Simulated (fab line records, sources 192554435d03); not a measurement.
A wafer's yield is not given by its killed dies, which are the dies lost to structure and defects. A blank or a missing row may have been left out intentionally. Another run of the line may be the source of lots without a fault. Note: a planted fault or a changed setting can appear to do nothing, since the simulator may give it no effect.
Chamber matching || flow n5-finfet || N5_BEOL_M5_DESCUM_33 on rie-diel-03: 4 sister chambers
The step chemistry O2, time 7 s. 4 wafers are shown with their chamber, then 11 later ones without.

== WAFERS WITH THEIR CHAMBER ==
{"wafer": "L084.1", "chamber": 1, "drypump-motor-current-A (A)": 6.1}
{"wafer": "L087.3", "chamber": 2, "drypump-motor-current-A (A)": 5.5}
{"wafer": "L087.6", "chamber": 0, "drypump-motor-current-A (A)": 6.2}
{"wafer": "L089.3", "chamber": 3, "drypump-motor-current-A (A)": 6.2}

== WAFERS MISSING THEIR CHAMBER ==
{"wafer": "L089.5", "drypump-motor-current-A (A)": 6.1}
{"wafer": "L089.6", "drypump-motor-current-A (A)": 6.2}
{"wafer": "L093.3", "drypump-motor-current-A (A)": 6.2}
{"wafer": "L093.4", "drypump-motor-current-A (A)": 6.2}
{"wafer": "L093.6", "drypump-motor-current-A (A)": 6.2}
{"wafer": "L096.2", "drypump-motor-current-A (A)": 5.4}
{"wafer": "L096.4", "drypump-motor-current-A (A)": 6.2}
{"wafer": "L096.5", "drypump-motor-current-A (A)": 6.2}
{"wafer": "L097.1", "drypump-motor-current-A (A)": 6.2}
{"wafer": "L097.2", "drypump-motor-current-A (A)": 5.4}
{"wafer": "L097.5", "drypump-motor-current-A (A)": 5.4}

== CHAMBER TAKEN BY EACH ==
{"wafer": "L089.5", "from the rows above": "can't be placed: 1 or 0 or 3", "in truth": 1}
{"wafer": "L089.6", "from the rows above": "can't be placed: 0 or 3 or 1", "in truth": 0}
{"wafer": "L093.3", "from the rows above": "can't be placed: 0 or 3 or 1", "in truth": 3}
{"wafer": "L093.4", "from the rows above": "can't be placed: 0 or 3 or 1", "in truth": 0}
{"wafer": "L093.6", "from the rows above": "can't be placed: 0 or 3 or 1", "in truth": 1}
{"wafer": "L096.2", "from the rows above": 2, "in truth": 2}
{"wafer": "L096.4", "from the rows above": "can't be placed: 0 or 3 or 1", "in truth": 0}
{"wafer": "L096.5", "from the rows above": "can't be placed: 0 or 3 or 1", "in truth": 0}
{"wafer": "L097.1", "from the rows above": "can't be placed: 0 or 3 or 1", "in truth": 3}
{"wafer": "L097.2", "from the rows above": 2, "in truth": 2}
{"wafer": "L097.5", "from the rows above": 2, "in truth": 2}
Placed correctly: 3 of 11. Unplaceable from these rows: 8, with the true chamber sitting among the candidates in 8. Placed wrongly: 0.
How it was worked out, from the rows above alone: a wafer's distance from a chamber is the root of the sum, over the readings, of the square of ((its reading less the chamber's mean) divided by the reading's scatter). The wafer belongs to the nearest chamber; if the next one is less than 2 further off, it can't be placed. For every chamber, the mean is computed from those of its wafers that are shown. The scatter: with one shown wafer a chamber, the root of the mean of the squares of how far each hidden wafer lies from its nearest shown one.
